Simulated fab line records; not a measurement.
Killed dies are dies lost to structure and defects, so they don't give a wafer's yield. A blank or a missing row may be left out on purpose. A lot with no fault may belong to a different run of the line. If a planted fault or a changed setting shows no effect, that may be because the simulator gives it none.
A struck lot beside a sound one / flow nand harc / 39 out of 1302 route steps
Sound: these wafers, L596.2, L596.3, L596.6. Wafers struck: L603.1, L603.4. The cause is given at the end.
Order at every step that has rows: each side's tool, ch and its chambers, its first start. Under that, the readings that differ: sound wafers / struck wafers / difference of the means / sigmas: that difference in standard deviations of wafers without a fault.
alike: words and numbers the same on both sides, and readings whose means are apart by under 2 such deviations; not compared: readings that were withheld, readings missing a value for some wafer, numbers with overlapping values and no deviation given by the record, and bounds like >300 which may hide the same value.
Wherever a step has rows on one side only, a row that says differs or no value, or a row with sigmas, the two part there. Numbers that have no deviation but don't overlap get no sigmas and don't part them. A reading missing from all wafers of one side parts the sides only when that side holds two or more wafers.

first, 6 steps without rows for these wafers: NHARC_A_CONTACT_ETCH_76 (etches the open film in N2/H2, target depth 260 nm, time 475.3 s); NHARC_A_CONTACT_ETCH_77 (etches the open film in CF4/CHF3, target depth 108.9 nm, time 54.5 s); NHARC_A_CONTACT_ETCH_78 (etches the open film in O2/COS, target depth 5300 nm, time 1378 s); NHARC_A_CONTACT_ETCH_124 (etches the open film in C4F8/O2/Ar, time 140 s, target depth 700 nm); NHARC_A_CONTACT_ETCH_125 (etches the open film in C4F8/O2/Ar, time 197 s, target depth 1918 nm); NHARC_A_CONTACT_ETCH_126 (etches the open film in C4F8/O2/Ar, time 197 s, target depth 1918 nm).
NHARC_A_CONTACT_ETCH_127: etches the open film in C4F8/O2/Ar, time 197 s, target depth 1918 nm.
  sound on har cap etch-02 ch 0,1, day 23 07:22; struck on har cap etch-02 ch 1, day 26 04:06
  alike: oes air line au
  not compared: rf hours counter h
then, 1 step without rows for these wafers: NHARC_A_CONTACT_ETCH_128 (etches the open film in C4F8/O2/Ar, time 197 s, target depth 1918 nm).
NHARC_A_CONTACT_ETCH_129: etches the open film in C4F8/O2/Ar, time 197 s, target depth 1918 nm.
  sound on har cap etch-02 ch 0,1, day 23 07:43; struck on har cap etch-02 ch 1, day 26 04:27
  alike: oes air line au
  not compared: rf hours counter h
NHARC_A_CONTACT_ETCH_130: etches the open film in C4F8/O2/Ar, time 197 s, target depth 1918 nm.
  sound on har cap etch-02 ch 0,1, day 23 07:54; struck on har cap etch-02 ch 1, day 26 04:38
  alike: oes air line au
  not compared: rf hours counter h
NHARC_A_CONTACT_ETCH_131: etches the open film in C4F8/O2/Ar, time 197 s, target depth 1918 nm.
  sound on har cap etch-02 ch 0,1, day 23 08:05; struck on har cap etch-02 ch 1, day 26 04:48
  alike: oes air line au
  not compared: rf hours counter h
then, 1 step without rows for these wafers: NHARC_A_CONTACT_ETCH_132 (etches the open film in C4F8/O2/Ar, time 197 s, target depth 1924 nm).
NHARC_A_CONTACT_ETCH_133: etches the open film in C4F8/O2/Ar, time 374 s, target depth 1610 nm.
  sound on har cap etch-02 ch 0,1, day 23 08:26; struck on har cap etch-02 ch 1, day 26 05:12
  alike: oes air line au
  not compared: rf hours counter h
then, 2 steps without rows for these wafers: NHARC_A_CONTACT_ETCH_91 (etches the open film in CH3F/O2, target depth 40 nm, time 85.7 s); NHARC_A_CONTACT_ETCH_97 (etches the open film in C4F6/O2, target depth 20 nm, time 10 s).
NHARC_A_CONTACT_CD_MEAS_80:
  sound on cd sem-03 at day 23 09:32; struck on cd sem-01 at day 26 06:08
reading=cd nm (nm); sound=291.0 290.0 290.6; struck=288.0 288.6; difference=-2.2; sigmas=-2
then, 18 steps without rows for these wafers: NHARC_A_CONTACT_STRIP_103 (strips in N2/H2); NHARC_A_CONTACT_STRIP_104 (strips in CF4/CHF3); NHARC_A_CONTACT_STRIP_105 (strips in O2/COS); NHARC_A_CONTACT_ETCH_106 (etches the open film in CF4/O2, target depth 90 nm, overetch 9 nm, time 49.5 s); NHARC_A_CONTACT_STRIP_82 (strips in O2); NHARC_A_CONTACT_STRIP_83 (strips in post etch residue remover, time 600 s); NHARC_A_CONTACT_DEP_84 (deposits aC, target thk 2800 nm); NHARC_A_CONTACT_DEP_85 (deposits SiON, target thk 60 nm); NHARC_A_CONTACT_DEHYDRATE_00 (time 120 s); NHARC_A_CONTACT_HMDS_01 (time 30 s); NHARC_A_CONTACT_COAT_86 (time 75 s); NHARC_A_CONTACT_COAT_87 (time 65 s); NHARC_A_CONTACT_COAT_02 (resist thk 90 nm); NHARC_A_CONTACT_SOFTBAKE_03 (time 55 s); NHARC_A_CONTACT_EBR_04; NHARC_A_CONTACT_EXPOSE_05 (exposes mask A CC); NHARC_A_CONTACT_PEB_06 (peb time 65 s); NHARC_A_CONTACT_DEVELOP_07 (develop time 35 s).
NHARC_A_CONTACT_CD_MEAS_08 targets a cd of 200 nm.
  sound on cd sem-01 ch 0, day 23 13:05; struck on cd sem-02 ch 0, day 26 09:40
  alike: cd nm
NHARC_A_CONTACT_OVL_MEAS_09:
  sound on overlay-01 at day 23 13:10; struck on overlay-01 at day 26 09:45
  alike: overlay x nm, overlay y nm
NHARC_A_CONTACT_DESCUM_13: chemistry O2, time 3 s.
  sound on rie diel-02 ch 1,3, day 23 13:16; struck on rie diel-02 ch 1,2, day 26 16:46
reading=hold; sound=- - -; struck=await dispo/6.8h/release await dispo/6.8h/release; difference=no value on the sound wafers; sigmas=
  alike: drypump motor current A, oes product au, rf vpp V, showerhead plenum p Torr, throttle valve pct
  not compared: rf hours counter h
NHARC_A_CONTACT_ETCH_88: etches the open film in CF4, target depth 39 nm, time 65 s.
  sound on rie diel-02 ch 1,2, day 23 13:21; struck on rie diel-02 ch 2,3, day 26 16:52
  alike: drypump motor current A, oes product au, rf vpp V, showerhead plenum p Torr, throttle valve pct
  not compared: rf hours counter h
-- jump in the record: it breaks off in module A_CONTACT and resumes in module END (first step shown: number 1302 of the route), and 3 days separate the struck wafers' starts before and after --
NHARC_END_SORT_01:
  sound on prober-01 ch 0, day 25 19:33; struck on prober-02 ch 0, day 29 16:05
reading=killed at array; sound=66 75 62; struck=175 145; difference=+92; sigmas=+6
reading=killed at periphery; sound=1 2 1; struck=8 15; difference=+10; sigmas=+3
reading=killed dies; sound=68 77 63; struck=184 162; difference=+104; sigmas=+6
  alike: killed at other, killed open, killed short

## WHERE THEY PART
At NHARC_A_CONTACT_CD_MEAS_80 first; at NHARC_END_SORT_01 last (within this record only).

WHY: what the simulator had put in
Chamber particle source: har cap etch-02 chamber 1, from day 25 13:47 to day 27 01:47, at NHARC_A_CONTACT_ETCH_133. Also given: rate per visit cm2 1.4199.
